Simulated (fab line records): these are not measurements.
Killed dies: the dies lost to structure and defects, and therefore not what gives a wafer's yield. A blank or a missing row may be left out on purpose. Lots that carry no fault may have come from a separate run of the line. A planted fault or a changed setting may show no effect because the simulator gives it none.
Matching of chambers | flow n5Finfet | rieDiel-01 running N5_HKMG_FIN_ETCH_67: 4 sister chambers
The step etches SOC in N2/H2, stops on TiN, target depth 388.9 nm. 4 wafers are shown with their chamber, then 11 later ones without.

== WAFERS PAIRED WITH THEIR CHAMBERS ==
wafer  | chamber | throttleValvePct (%)
L087.1 | 0       | 17.56
L087.2 | 1       | 17.72
L087.3 | 2       | 17.58
L090.1 | 3       | 18.02

== WAFERS MISSING THEIR CHAMBER ==
wafer  | throttleValvePct (%)
L090.2 | 17.59
L090.3 | 17.58
L093.1 | 17.60
L093.4 | 18.03
L093.6 | 17.58
L095.2 | 17.60
L095.4 | 18.03
L095.5 | 18.03
L097.2 | 18.04
L097.3 | 17.62
L097.5 | 18.02

== CHAMBER TAKEN BY EACH ==
wafer  | from the rows above     | in truth
L090.2 | can't be placed: 2 or 0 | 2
L090.3 | can't be placed: 2 or 0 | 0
L093.1 | can't be placed: 2 or 0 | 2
L093.4 | 3                       | 3
L093.6 | can't be placed: 2 or 0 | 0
L095.2 | can't be placed: 2 or 0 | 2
L095.4 | 3                       | 3
L095.5 | 3                       | 3
L097.2 | 3                       | 3
L097.3 | can't be placed: 2 or 0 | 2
L097.5 | 3                       | 3
Correct placement for 5 of the 11. From these rows, 6 cannot be placed; in 6 the true chamber is one of the candidates. 0 placed wrongly.
How it was worked out, from the rows above alone: a wafer's distance from a chamber is the root of the sum, over the readings, of the square of ((its reading less the chamber's mean) divided by the reading's scatter). If the next closest chamber is less than 2 further off than the closest, the wafer can't be placed; otherwise it belongs to the closest. Each chamber's mean is taken over the wafers shown for it. The scatter: with one shown wafer a chamber, the root of the mean of the squares of how far each hidden wafer lies from its nearest shown one.
